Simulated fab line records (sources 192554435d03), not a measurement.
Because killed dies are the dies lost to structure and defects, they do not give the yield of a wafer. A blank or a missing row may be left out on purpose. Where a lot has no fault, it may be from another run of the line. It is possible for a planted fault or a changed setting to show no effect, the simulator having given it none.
fab line records ; flow n5_finfet
[record] lots = 5; wafers = 15; last_day = 18
route steps=1938 shown FIN_CUT@182 STI_FIN_REVEAL@183 DUMMY_GATE@212 BEOL_M4@1111 PASSIVATION@1936
lots untouched by any fault: they come from a run of this same line in which no faults occurred
start_h: start of the lot's first displayed wafer, in hours after the record's first day ; wait_h: hours elapsed since this lot's preceding step ; " the same as in the row above ; L1.1+2: several wafers, shown together as one row ; - either no value or no given start ; * or withheld: withheld ; < > ~ a bound
route shown NAME@n: NAME is a module with steps in the file, n the number in the route of the first one ; usual: mean/standard deviation of fault-free wafers ; same: alike in all rows ; chamber/n: place in a boat ; sites: per-site readings ; _std_site: their standard deviation ; _edge_site: outer sites' mean less inner sites' ; radius_mm: how far each site lies from the wafer's centre ; mask NAME#n: copy n ; behind: the last tool/chamber to shape the wafer ; hold: what put the lot on hold/how long, in hours/how the hold closed ; device: transistor that didn't switch, given as n, p or np ; end of line: the tests these same wafers got at the end of their route ; where a step has no rows: the recipe by itself ; killed: count of dies lost to structure and defects at first sort (not the wafer's yield) ; map: dies across one wafer; x = killed, . = not, _ = none there
set.NAME: the run value of the setting; set.NAME@STEP: its run value at that earlier step ; model.NAME: the simulator's own value behind a step, which no gauge read
a table for each step, a row for each wafer; lots at some steps of the route
services: the hour from which a tool's chamber was out of use, counted from the record's first day as start_h (under 0 if before that day), plus the number of hours and why
[[steps]]
[step N5_FIN_CUT_INSPECT_17]
[recipe] inspect_instrument = brightfield; mode = aei
[usual] raw_defect_count = 225/69
lot.wafer;tool;chamber;start_h;wait_h;raw_defect_count
L908.2;defect_inspect-02;-;40.64;0.0;215
L908.3;defect_inspect-02;-;40.64;0.0;182
L908.4;defect_inspect-02;-;40.64;0.0;198
L910.1;defect_inspect-02;-;52.11;0.0;184
L910.3;defect_inspect-02;-;52.11;0.0;183
L910.4;defect_inspect-02;-;52.11;0.0;229
L911.1;defect_inspect-02;-;57.79;0.0;201
L911.2;defect_inspect-02;-;57.79;0.0;150
L911.5;defect_inspect-02;-;57.79;0.0;239
L924.2;defect_inspect-01;-;135.55;0.0;360
L924.4;defect_inspect-01;-;135.55;0.0;272
L924.6;defect_inspect-01;-;135.55;0.0;272
L925.1;defect_inspect-01;-;141.49;0.0;181
L925.2;defect_inspect-01;-;141.49;0.0;347
L925.4;defect_inspect-01;-;141.49;0.0;327
[step N5_STI_FIN_REVEAL_ALD_00]
[recipe] material = SiO2; target_thk_a = 10; temp_c = 300; ald_precursor_family = BDEAS; ald_co_reactant = O2-plasma; pulse_time_s = 1; pressure_torr = 2
[step N5_STI_FIN_REVEAL_ALD_14]
[recipe] material = Si3N4; target_thk_a = 30; temp_c = 400; ald_precursor_family = SiH2I2; ald_co_reactant = N2/H2-plasma; pressure_torr = 2
[step N5_STI_FIN_REVEAL_FCVD_FILL_01]
[recipe] material = SiO2_flowable; target_thk_a = 3120; temp_c = 100; pressure_torr = 0.8; rf_w = 2000; time_s = 512.2
[step N5_STI_FIN_REVEAL_DENSIFY_02]
[recipe] temp_c = 650; ambient = steam; time_s = 1800; idle_temp_c = 400; densification_p_h2o_torr = 640
[step N5_STI_FIN_REVEAL_CMP_04]
[recipe] stop_on = Si3N4; t_overpolish_s = 4; down_force_psi = 2; platen_rpm = 54.18; post_cmp_clean = alkaline_brush; pad_velocity_m_s = 1.078; target_thk_nm = 131.83
[step N5_STI_FIN_REVEAL_THK_MEAS_05]
[usual] thk_nm = 131.8/0.92
lot.wafer;tool;chamber;start_h;wait_h;thk_nm
L908.2;film_metro-01;-;46.44;-;131.7
L908.3;film_metro-01;-;46.44;-;130.6
L908.4;film_metro-01;-;46.44;-;132.1
L910.1;film_metro-01;-;57.98;-;130.8
L910.3;film_metro-01;-;57.98;-;131.3
L910.4;film_metro-01;-;57.98;-;131.1
L911.1;film_metro-01;-;63.70;-;131.5
L911.2;film_metro-01;-;63.70;-;131.4
L911.5;film_metro-01;-;63.70;-;133.3
L924.2;film_metro-02;-;141.29;-;130.7
L924.4;film_metro-02;-;141.29;-;132.0
L924.6;film_metro-02;-;141.29;-;130.4
L925.1;film_metro-01;-;146.91;-;133.7
L925.2;film_metro-01;-;146.91;-;131.4
L925.4;film_metro-01;-;146.91;-;131.2
[step N5_STI_FIN_REVEAL_DENSIFY_30]
[recipe] temp_c = *; time_s = *; ambient = N2; idle_temp_c = 600; ramp_up_c_per_s = 150; ramp_down_c_per_s = 60; cool_to_c = 600
[usual] lamp_power_pct = 11.52/0.057; lamp_zone_3_pct = 11.529/0.02; wafer_temp_C_max = *
lot.wafer;tool;chamber;start_h;wait_h;lamp_power_pct;lamp_zone_3_pct;wafer_temp_C_max
L908.2;rtp_anneal-01;0;46.49;0.1;11.62;11.521;*
L908.3;rtp_anneal-01;0;46.49;0.1;11.46;11.503;*
L908.4;rtp_anneal-01;0;46.49;0.1;11.47;11.567;*
L910.1;rtp_anneal-02;0;58.01;0.0;11.48;11.520;*
L910.3;rtp_anneal-02;0;58.01;0.0;11.47;11.527;*
L910.4;rtp_anneal-02;0;58.01;0.0;11.47;11.533;*
L911.1;rtp_anneal-02;0;63.93;0.2;11.52;11.530;*
L911.2;rtp_anneal-02;0;63.93;0.2;11.56;11.514;*
L911.5;rtp_anneal-02;0;63.93;0.2;11.53;11.531;*
L924.2;rtp_anneal-02;0;141.45;0.2;11.53;11.522;*
L924.4;rtp_anneal-02;0;141.45;0.2;11.56;11.554;*
L924.6;rtp_anneal-02;0;141.45;0.2;11.58;11.543;*
L925.1;rtp_anneal-02;0;146.94;0.0;11.52;11.536;*
L925.2;rtp_anneal-02;0;146.94;0.0;11.43;11.524;*
L925.4;rtp_anneal-02;0;146.94;0.0;11.52;11.489;*
[step N5_STI_FIN_REVEAL_ETCHBACK_08]
[recipe] chemistry = C4F6/O2; target = SiO2; target_depth_a = 305; time_s = 10.167; ion_energy_ev = 250; pressure_mtorr = 30; source_w = 345; bias_w = 185; Ar_flow_sccm = 300; C4F6_flow_sccm = 10; O2_flow_sccm = 10
[step N5_STI_FIN_REVEAL_STRIP_24]
[recipe] chemistry = N2/H2; time_s = 90; power_w = 100; temp_c = 40; pressure_mtorr = 100; rf_frequency_hz = 6e+07; bias_power_w = 3; n2_flow_sccm = 300; h2_flow_sccm = 300
[usual] drypump_motor_current_A = 5.9/0.36; oes_product_au = 0.80/0.087; rf_vpp_V = 45.4/0.88; showerhead_plenum_p_Torr = 3.40/0.15; throttle_valve_pct = 12.16/0.22
lot.wafer;tool;chamber;start_h;wait_h;drypump_motor_current_A;oes_product_au;rf_hours_counter_h;rf_vpp_V;showerhead_plenum_p_Torr;throttle_valve_pct
L908.2;rie_diel-02;1;46.83;0.0;5.5;0.88;33;44.6;3.57;11.91
L908.3;rie_diel-02;1;46.83;0.0;5.5;0.88;-;46.0;3.57;11.93
L908.4;rie_diel-02;3;46.83;0.0;5.9;0.77;-;47.1;3.52;12.10
L910.1;rie_diel-04;2;58.29;0.0;6.1;0.96;10;45.8;3.32;12.13
L910.3;rie_diel-04;1;58.29;0.0;6.1;0.77;166;45.3;3.23;12.10
L910.4;rie_diel-04;0;58.29;0.0;6.4;1.01;2;44.8;3.59;11.79
L911.1;rie_diel-02;1;64.29;0.0;5.5;0.85;42;44.8;3.57;11.93
L911.2;rie_diel-02;3;64.29;0.0;5.9;0.76;147;46.1;3.52;12.12
L911.5;rie_diel-02;1;64.29;0.0;5.5;0.87;-;45.1;3.57;11.93
L924.2;rie_diel-02;3;141.68;0.0;5.9;0.74;174;46.5;3.50;12.18
L924.4;rie_diel-02;2;141.68;0.0;6.4;0.68;233;45.1;3.34;12.53
L924.6;rie_diel-02;3;141.68;0.0;5.9;0.74;-;47.2;3.50;12.17
L925.1;rie_diel-02;2;147.29;0.0;6.4;0.68;235;45.9;3.34;12.55
L925.2;rie_diel-02;1;147.29;0.0;5.5;0.82;71;44.0;3.55;12.00
L925.4;rie_diel-02;3;147.29;0.0;5.9;0.73;176;45.7;3.50;12.18
[step N5_STI_FIN_REVEAL_PRECLEAN_25]
[recipe] chemistry = SPM; time_s = 90; temp_c = 120; mix = 4:1
[step N5_STI_FIN_REVEAL_PRECLEAN_26]
[recipe] chemistry = SC1; time_s = 45; temp_c = 46; mix = 1:2:100
[step N5_STI_FIN_REVEAL_PRECLEAN_29]
[recipe] chemistry = DHF; time_s = 30; temp_c = 25; dilution = 300:1
lot.wafer;tool;chamber;start_h;wait_h
L908.2+3+4;wet_bench-06;3,1,2;47.04;0.0
L910.1+3+4;wet_bench-01;7,1,4;58.45;0.0
L911.1+2+5;wet_bench-06;3,2,1;64.45;0.0
L924.2+4+6;wet_bench-01;2,4,1;141.84;0.0
L925.1+2+4;wet_bench-05;4,7,0;147.45;0.0
[step N5_STI_FIN_REVEAL_SRD_12]
[recipe] time_s = 30; temp_c = 23; rinse_liquid = diw; dry = ipa_marangoni
[step N5_STI_FIN_REVEAL_RECESS_09]
[recipe] chemistry = HF/NH3; target = SiO2; afs_cycles = 11; target_depth_a = 425; temp_c = 30; sublimation_temp_c = 180; sublimation_time_s = 60
[usual] drypump_motor_current_A = 5.74/0.2; foreline_p_Torr = 0.1280/0.00041
lot.wafer;tool;chamber;start_h;wait_h;drypump_motor_current_A;foreline_p_Torr
L908.2;vapor_etch-01;1;47.09;0.0;5.55;0.1277
L908.3;vapor_etch-01;1;47.09;0.0;5.55;0.1282
L908.4;vapor_etch-01;0;47.09;0.0;5.88;0.1284
L910.1;vapor_etch-01;0;58.50;0.0;5.86;0.1275
L910.3;vapor_etch-01;1;58.50;0.0;5.54;0.1286
L910.4;vapor_etch-01;0;58.50;0.0;5.84;0.1277
L911.1;vapor_etch-01;1;64.50;0.0;5.53;0.1281
L911.2;vapor_etch-01;0;64.50;0.0;5.87;0.1278
L911.5;vapor_etch-01;0;65.56;1.1;5.86;0.1286
L924.2;vapor_etch-01;1;141.97;0.1;5.54;0.1278
L924.4;vapor_etch-01;1;141.97;0.1;5.54;0.1282
L924.6;vapor_etch-01;0;141.97;0.1;5.89;0.1280
L925.1;vapor_etch-01;1;147.50;0.0;5.52;0.1277
L925.2;vapor_etch-01;0;147.50;0.0;5.87;0.1285
L925.4;vapor_etch-01;0;147.50;0.0;5.87;0.1286
[step N5_STI_FIN_REVEAL_STRIP_16]
[recipe] chemistry = H3PO4; material = SiNx; temp_c = 165; target_depth_a = 238; overetch_fraction = 0.4964; dry = ipa_marangoni
[step N5_STI_FIN_REVEAL_PRECLEAN_17]
[recipe] chemistry = NF3:NH3; afs_cycles = 1; temp_c = 30; time_s = 20; sublimation_temp_c = 180; sublimation_time_s = 60; pressure_torr = 3; rf_power_w = 30
[step N5_STI_FIN_REVEAL_ETCH_34]
[recipe] chemistry = H2; mode = isotropic; material = Si; target = Si; target_depth_a = 9.7; temp_c = 20; pressure_mtorr = 4.5; icp_w = 300; bias_w = 0; h2_flow_sccm = 7.5; he_flow_sccm = 142.5
[step N5_STI_FIN_REVEAL_OXIDATION_31]
[recipe] chemistry = O2_PLASMA_REMOTE; temp_c = 150; time_s = 20; pressure_mtorr = 1000; source_power_w = 2000; o2_flow_sccm = 3000
[usual] drypump_motor_current_A = 5.34/0.27; heater_power_w = 150/6.9
lot.wafer;tool;chamber;start_h;wait_h;drypump_motor_current_A;heater_power_w;rf_hours_counter_h
L908.2;plasma_asher-01;0;49.24;0.0;4.98;144;81
L908.3;plasma_asher-01;0;49.24;0.0;4.99;142;-
L908.4;plasma_asher-01;1;49.24;0.0;5.65;160;-
L910.1;plasma_asher-01;1;60.65;0.0;5.62;157;84
L910.3;plasma_asher-01;0;60.65;0.0;5.00;140;-
L910.4;plasma_asher-01;1;60.65;0.0;5.64;155;-
L911.1;plasma_asher-02;0;66.79;0.2;5.20;146;32
L911.2;plasma_asher-02;1;66.79;0.2;5.51;154;32
L911.5;plasma_asher-02;0;66.79;0.2;5.25;147;-
L924.2;plasma_asher-01;1;144.33;0.0;5.66;155;99
L924.4;plasma_asher-01;0;144.33;0.0;5.00;142;-
L924.6;plasma_asher-01;1;144.33;0.0;5.63;157;-
L925.1;plasma_asher-02;1;149.74;0.1;5.52;158;48
L925.2;plasma_asher-02;0;149.74;0.1;5.22;144;48
L925.4;plasma_asher-02;1;149.74;0.1;5.52;155;-
[step N5_STI_FIN_REVEAL_PRECLEAN_32]
[recipe] chemistry = NF3:NH3; afs_cycles = 1; temp_c = 30; time_s = 20; sublimation_temp_c = 180; sublimation_time_s = 60; pressure_torr = 3; rf_power_w = 30
[step N5_STI_FIN_REVEAL_STRIP_35]
[recipe] chemistry = H3PO4; material = Si3N4; temp_c = 165; target_depth_a = 40; time_s = 39
[step N5_STI_FIN_REVEAL_SRD_21]
[recipe] dry = ipa_marangoni; time_s = 30; temp_c = 23; rinse_liquid = diw
[step N5_STI_FIN_REVEAL_OXIDATION_33]
[recipe] chemistry = O2_PLASMA_REMOTE; temp_c = 150; time_s = 20; pressure_mtorr = 1000; source_power_w = 2000; o2_flow_sccm = 3000
[usual] drypump_motor_current_A = 5.35/0.26; heater_power_w = 151/6.9
lot.wafer;tool;chamber;start_h;wait_h;drypump_motor_current_A;heater_power_w;rf_hours_counter_h
L908.2;plasma_asher-01;0;49.59;0.0;4.99;144;81
L908.3;plasma_asher-01;1;49.59;0.0;5.63;155;-
L908.4;plasma_asher-01;0;49.59;0.0;5.00;143;-
L910.1;plasma_asher-02;0;61.01;0.0;5.24;145;30
L910.3;plasma_asher-02;1;61.01;0.0;5.52;159;-
L910.4;plasma_asher-02;0;61.01;0.0;5.20;147;-
L911.1;plasma_asher-02;1;67.19;0.1;5.51;153;32
L911.2;plasma_asher-02;0;67.19;0.1;5.22;144;32
L911.5;plasma_asher-02;1;67.19;0.1;5.52;155;-
L924.2;plasma_asher-02;1;144.68;0.0;5.52;158;47
L924.4;plasma_asher-02;1;144.68;0.0;5.52;156;-
L924.6;plasma_asher-02;0;144.68;0.0;5.24;146;-
L925.1;plasma_asher-01;0;150.10;0.0;5.03;143;100
L925.2;plasma_asher-01;1;150.10;0.0;5.63;158;100
L925.4;plasma_asher-01;0;150.10;0.0;5.01;143;-
[step N5_STI_FIN_REVEAL_CLEAN_19]
[recipe] chemistry = O3/DIW; temp_c = 25; time_s = 120; o3_ppm = 10
[step N5_STI_FIN_REVEAL_SRD_23]
[recipe] dry = ipa_marangoni; time_s = 30; temp_c = 23; rinse_liquid = diw
[step N5_STI_FIN_REVEAL_CD_MEAS_22]
[recipe] target_cd_nm = 6.238; pitch_nm = 28; polarity = line
[usual] cd_nm = 6.22/0.23
lot.wafer;tool;chamber;start_h;wait_h;cd_nm
L908.2;cd_sem-03;-;49.76;0.0;6.25
L908.3;cd_sem-03;-;49.76;0.0;6.15
L908.4;cd_sem-03;-;49.76;0.0;6.39
L910.1;cd_sem-03;-;61.17;0.0;6.14
L910.3;cd_sem-03;-;61.17;0.0;6.17
L910.4;cd_sem-03;-;61.17;0.0;6.41
L911.1;cd_sem-01;-;67.35;0.0;6.08
L911.2;cd_sem-01;-;67.35;0.0;6.36
L911.5;cd_sem-01;-;67.35;0.0;6.64
L924.2;cd_sem-02;-;144.85;0.0;6.14
L924.4;cd_sem-02;-;144.85;0.0;6.22
L924.6;cd_sem-02;-;144.85;0.0;5.85
L925.1;cd_sem-02;-;150.26;0.0;6.68
L925.2;cd_sem-02;-;150.26;0.0;6.48
L925.4;cd_sem-02;-;150.26;0.0;6.32
[step N5_STI_FIN_REVEAL_FIN_H_MEAS_10]
[usual] trench_depth_nm = 52.1/0.65
lot.wafer;tool;chamber;start_h;wait_h;trench_depth_nm
L908.2;ocd-01;-;49.79;0.0;52.7
L908.3;ocd-01;-;49.79;0.0;52.1
L908.4;ocd-01;-;49.79;0.0;51.5
L910.1;ocd-02;-;61.20;0.0;52.5
L910.3;ocd-02;-;61.20;0.0;51.9
L910.4;ocd-02;-;61.20;0.0;52.0
L911.1;ocd-01;-;67.39;0.0;52.0
L911.2;ocd-01;-;67.39;0.0;51.5
L911.5;ocd-01;-;67.39;0.0;51.8
L924.2;ocd-02;-;144.88;0.0;51.5
L924.4;ocd-02;-;144.88;0.0;52.3
L924.6;ocd-02;-;144.88;0.0;51.7
L925.1;ocd-01;-;150.29;0.0;52.6
L925.2;ocd-01;-;150.29;0.0;53.2
L925.4;ocd-01;-;150.29;0.0;52.6
[step N5_STI_FIN_REVEAL_PRECLEAN_18]
[recipe] chemistry = SC2; time_s = 45; temp_c = 35; mix = 1:1:50
[step N5_STI_FIN_REVEAL_SRD_28]
[recipe] dry = ipa_marangoni; time_s = 30; temp_c = 23; rinse_liquid = diw
[step N5_STI_FIN_REVEAL_INSPECT_13]
[recipe] inspect_instrument = darkfield; mode = post_clean
[usual] raw_defect_count = 12/4.6
lot.wafer;tool;chamber;start_h;wait_h;raw_defect_count
L908.2;defect_inspect-02;-;49.88;0.0;12
L908.3;defect_inspect-02;-;49.88;0.0;11
L908.4;defect_inspect-02;-;49.88;0.0;9
L910.1;defect_inspect-02;-;61.29;0.0;22
L910.3;defect_inspect-02;-;61.29;0.0;9
L910.4;defect_inspect-02;-;61.29;0.0;9
L911.1;defect_inspect-02;-;67.47;0.0;12
L911.2;defect_inspect-02;-;67.47;0.0;557
L911.5;defect_inspect-02;-;67.47;0.0;5
L924.2;defect_inspect-01;-;144.97;0.0;5
L924.4;defect_inspect-01;-;144.97;0.0;9
L924.6;defect_inspect-01;-;144.97;0.0;7
L925.1;defect_inspect-01;-;150.38;0.0;8
L925.2;defect_inspect-01;-;150.38;0.0;10
L925.4;defect_inspect-01;-;150.38;0.0;7
[step N5_DUMMY_GATE_PRECLEAN_00]
[recipe] chemistry = O3/DIW; time_s = 60; temp_c = 22; o3_ppm = 10
[step N5_BEOL_M4_RC_MEAS_101]
[usual] DIBL_N = 35.9/1.3; DIBL_P = 35.9/1.5; IOFF_N = 0.152/0.023; IOFF_P = 0.204/0.027; ION_N = 673/9.2; ION_P = 462/6.7; SS_N = 71.4/0.48; SS_P = 73.2/0.55; VT_N = 250.3/2.6; VT_P = -250.6/3
lot.wafer;tool;chamber;start_h;wait_h;DIBL_N[mV/V];DIBL_P[mV/V];IOFF_N[nA/um];IOFF_P[nA/um];ION_N[uA/um];ION_P[uA/um];SS_N[mV/dec];SS_P[mV/dec];VT_N[mV];VT_P[mV]
L908.2;prober-02;0;188.53;0.2;35.0;36.3;0.157;0.219;679;465;71.6;73.4;252.0;-250.1
L908.3;prober-02;0;188.53;0.2;36.1;37.1;0.171;0.237;681;474;72.2;73.2;247.4;-248.6
L908.4;prober-02;0;188.53;0.2;36.8;38.3;0.189;0.255;680;469;72.4;73.5;245.9;-247.0
L911.1;prober-01;0;208.44;0.0;33.9;33.4;0.111;0.167;667;465;70.2;72.2;252.3;-254.0
L911.2;prober-01;0;208.44;0.0;35.6;35.4;0.142;0.194;664;458;71.1;73.6;251.6;-250.2
L911.5;prober-01;0;208.44;0.0;36.7;37.1;0.156;0.220;678;470;71.8;73.6;248.0;-251.2
L910.1;prober-01;0;213.05;0.0;35.6;35.9;0.123;0.171;667;460;70.5;73.1;254.2;-253.6
L910.3;prober-01;0;213.05;0.0;36.8;37.1;0.144;0.203;658;457;70.9;73.4;252.0;-251.7
L910.4;prober-01;0;213.05;0.0;35.9;36.0;0.131;0.174;670;456;70.7;73.5;253.7;-253.1
L924.2;prober-02;0;302.38;0.2;35.0;37.0;0.149;0.214;677;462;71.4;72.4;249.3;-249.2
L924.4;prober-02;0;302.38;0.2;36.0;37.6;0.170;0.232;686;473;71.8;73.5;249.0;-245.5
L924.6;prober-02;0;302.38;0.2;35.0;36.6;0.145;0.206;670;468;72.1;73.3;251.0;-251.0
L925.1;prober-01;0;305.26;0.0;35.4;35.3;0.154;0.214;675;465;71.7;73.1;248.0;-249.2
L925.2;prober-01;0;305.26;0.0;36.3;36.9;0.172;0.224;682;472;72.2;73.2;248.7;-248.2
L925.4;prober-01;0;305.26;0.0;35.1;35.6;0.152;0.211;676;466;71.2;73.2;249.4;-248.7
[step N5_PASSIVATION_PROBE_49]
[usual] defect_limited_yield = 91.0/1.5; killed_at_M0_to_M3 = 37/12; killed_at_M4_up = 13/5; killed_at_contacts = 13/6.1; killed_at_front_end = 39/11; killed_at_other = 4/3.2; killed_dies = 106/17; killed_open = 69/12; killed_short = 35/7.9; sort_bin_5_function = 5.3/1; sort_bin_6_memory = 3.3/0.68; sort_n_pass = 1074/17; sort_yield_pct = 91.0/1.5
[same] gross_dies = 1180; killed_at_back_side = 0; sort_bin_4_leakage[%] = 0; sort_bin_8_speed[%] = 0
lot.wafer;tool;chamber;start_h;wait_h;defect_limited_yield[%];killed_at_M0_to_M3;killed_at_M4_up;killed_at_contacts;killed_at_front_end;killed_at_other;killed_dies;killed_open;killed_short;sort_bin_5_function[%];sort_bin_6_memory[%];sort_n_pass;sort_yield_pct[%]
L911.2;prober-01;-;307.42;0.1;82.5;19;12;11;153;12;207;50;26;11.8;3.9;973;82.5
// killed by level:class
L911.2 STI_FIN_REVEAL:unspecified=126 MOL_CONTACT_COAG:geometric_particle:open=8 FIN_SAQP:geometric_particle:open=6 BEOL_M0_SAQP:geometric_particle:short=5 STARTING-WAFER:geometric_particle:open=5 STI_FIN_REVEAL:geometric_particle:open=4 BEOL_M0_SAQP:geometric_particle:open=4 BEOL_M4:geometric_particle:open=4
// map L911.2 (x killed, . not)
_________________............________________
______________..x...xx.........._____________
___________........................__________
__________x......x..........x.....x._________
________.............................._______
_______...............x...........x....______
______.x..x..x......x.x................._____
_____..........x...x...x.......x.....x.x.____
____............x............x............___
___x......................x................__
___.......x..........x...x.................__
__.....x.x......x..x........x..............._
__...................xxx.x..........x...x..._
_.........x......x.x.xx..x..x...xx...........
_..............xx...xxxxx.xx............x....
_..x..............xxxxxxxxxxxx........x....x.
_..........x...xxxxxxxxxxxx....x............x
_..............xxxxxxxxxxxxxxxxx.............
_...x...........xxxxxxxxxxxxxxx..............
_...............xxxxxxxxxxxxxx...............
_...........x....xxxxxxxxxxx.......x.........
__.....x..x....x.xxxxxxxxxx.x....x.........._
__...............xxxxxxxxxxx........x...x..._
___..................xxx..............x....__
___......xx....x.....x............x........__
____....x......x.x......x.x....x......xx..___
_____xx.............................x....____
______..............................x.x._____
_______.....x.......x..x...............______
________.x..................x........._______
__________......x......x.x......x..._________
___________...................x....__________
______________.................._____________
_________________............________________
// map L908.3 (x killed, . not)
_________________........x...________________
______________.....x............_____________
___________....x...................__________
__________....x.x..................x_________
________...............x.............._______
_______..............x.........x..xx...______
______..............x..........x......x._____
_____....................x...xx.....x....____
____.........................x.x....x...x.___
___........x........x....x.......x.........__
___..x.........x.....................x.x..x__
__..................x......................._
__.........x...........................x...._
_............................................
_....................x.......x...............
_......................x.....................
_.................xxx.................x......
_.......x..x.....x.xx........xx..x........x..
_......x............x.....x..........x.......
_x.....xxx.............x......x..x....x.....x
_....x..................x....................
__...x...xx...................x.....x......._
__............x.........x..................._
___.............x.................x.x......__
___.........x.....x........................__
____......x.x....................x.x......___
_____..............x....x..........x...x.____
______..x.x.....x....x..x..............x_____
_______..x..xx.x....x..................______
________...............x..x..........._______
__________.................x...x...._________
___________.....x.x.........x......__________
______________.................._____________
_________________.......xx...________________
[[services]]
tool;chamber;start_h;hours;kind
plasma_asher-01;-;22.92;0.9;repair
rie_diel-02;2;26.16;26.8;repair
rie_diel-04;0;35.14;-;clean
rie_diel-04;0;35.14;-;consumable_replace:focus_ring
rie_diel-04;0;35.14;-;consumable_replace:showerhead
rie_diel-04;0;35.14;17.0;scheduled_down
rie_diel-04;0;35.14;17.0;vent_cycle
plasma_asher-02;-;35.36;14.6;pm
vapor_etch-01;-;49.77;1.6;repair
rie_diel-02;0;52.92;-;clean
rie_diel-02;0;52.92;-;consumable_replace:focus_ring
rie_diel-02;0;52.92;-;consumable_replace:showerhead
rie_diel-02;0;52.92;17.0;scheduled_down
rie_diel-02;0;52.92;17.0;vent_cycle
plasma_asher-01;-;66.22;1.2;repair
rie_diel-02;-;85.35;0.4;repair
rie_diel-02;2;113.74;6.6;repair
[[key]]
[first_sign] step = N5_STI_FIN_REVEAL_INSPECT_13; reading = raw_defect_count; direction = up; sigmas = 99+; usual = 12; struck = 557
[effect] step = N5_PASSIVATION_PROBE_49; reading = killed_at_front_end; direction = up; sigmas = 10; usual = 39; struck = 153
[more_kills_born_at] N5_STI_FIN_REVEAL_PRECLEAN_29@wet_bench-06 = 126
met_at N5_STI_FIN_REVEAL_PRECLEAN_29
struck_wafers L911.2
onset_between 47.04 64.45
[fault] kind = chamber_particle_source; tool = wet_bench-06; chamber = 2; onset_h = 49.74; steps = N5_STI_FIN_REVEAL_PRECLEAN_29; rate_per_visit_cm2 = 0.90345; end_h = 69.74
